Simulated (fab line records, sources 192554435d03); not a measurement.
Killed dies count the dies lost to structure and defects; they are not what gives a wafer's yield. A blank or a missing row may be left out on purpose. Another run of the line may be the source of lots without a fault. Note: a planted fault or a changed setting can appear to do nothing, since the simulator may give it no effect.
Which tool was responsible? ; flow n5_finfet ; route of 1938 steps, sampled at 1 step: 6 lots, 17 wafers

## WHAT THE GAUGES SHOWED, per wafer
N5_BEOL_M10_CD_MEAS_35: the cd target is 70 nm.
lot;measured;on;cd_nm (nm)
L552;day 10 10:55;cd_sem-03;68.8 71.2 69.1
L555;day 10 22:59;cd_sem-03;69.4 69.3 69.7
L563;day 12 16:14;cd_sem-01;69.3 70.8
L565;day 13 10:04;cd_sem-01;71.7 71.8 69.1
L567;day 14 08:20;cd_sem-02;69.8 70.4 69.9
L570;day 15 05:07;cd_sem-01;71.4 70.5 70.0

## TOOL THAT RAN EACH LOT (tool first, then ch and the chambers of the sampled wafers, then the start)
No process step before these readings appears in the record.

## THE ANSWER, worked out from the rows above alone
Rule: usual is defined by the lots themselves. The widest of any qualifying gaps counts: lots, ordered by their means at a reading, are off when they make up no more than a third of the lots, leave a main group of 4 or more, and stand apart from it by 3 or more times the standard deviation of that group's means. A main group is skipped when, at the precision printed for the reading in the tables above, its means are all equal. Also off: a lot with no number at a reading for which 4 or more lots have one. The other lots that the step has rows for count as sound.
Nothing can be told from this: no lot is off at any reading shown.

## WHAT THE SIMULATOR HAD PUT IN
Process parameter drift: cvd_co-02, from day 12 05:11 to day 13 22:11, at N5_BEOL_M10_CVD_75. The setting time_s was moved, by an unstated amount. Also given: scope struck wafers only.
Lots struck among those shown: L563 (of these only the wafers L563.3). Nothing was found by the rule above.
